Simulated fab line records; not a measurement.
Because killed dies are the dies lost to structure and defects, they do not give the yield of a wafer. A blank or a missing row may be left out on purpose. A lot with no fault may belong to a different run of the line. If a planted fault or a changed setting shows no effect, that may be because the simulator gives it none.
Chamber matching | flow nand_harc | NHARC_P_CONTACT_CMP_01 on cmp-03: 4 sister chambers
The step polishes SiO2, target thk 200 nm. 8 wafers are shown with their chamber, then 8 later ones without.

EACH WAFER AND ITS CHAMBER
wafer  | chamber | motor_current_A (A)
L921.1 | 1       | 12.8
L924.2 | 1       | 13.3
L925.2 | 0       | 12.5
L925.3 | 3       | 14.3
L927.1 | 3       | 14.7
L927.4 | 2       | 11.9
L927.5 | 0       | 13.2
L935.2 | 2       | 11.8

WAFERS WHOSE CHAMBER IS MISSING
wafer  | motor_current_A (A)
L935.4 | 12.1
L935.5 | 15.0
L937.2 | 11.8
L937.3 | 14.2
L937.6 | 13.1
L942.1 | 12.8
L942.2 | 12.1
L942.6 | 14.6

EACH ONE'S CHAMBER
wafer  | from the rows above     | in truth
L935.4 | can't be placed: 2 or 0 | 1
L935.5 | 3                       | 3
L937.2 | 2                       | 2
L937.3 | 3                       | 3
L937.6 | can't be placed: 1 or 0 | 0
L942.1 | can't be placed: 0 or 1 | 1
L942.2 | can't be placed: 2 or 0 | 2
L942.6 | 3                       | 3
Correctly placed: 4 of 8. From these rows, 4 cannot be placed; in 3 the true chamber is one of the candidates. Placed wrongly: 0.
How it was worked out, from the rows above alone: a wafer's distance from a chamber is the root of the sum, over the readings, of the square of ((its reading less the chamber's mean) divided by the reading's scatter). The wafer belongs to the nearest chamber; if the next one is less than 2 further off, it can't be placed. For every chamber, the mean is computed from those of its wafers that are shown. The scatter: take each reading less its chamber's mean, square it, sum over the shown wafers, divide by the number of wafers less the number of chambers, and take the root.
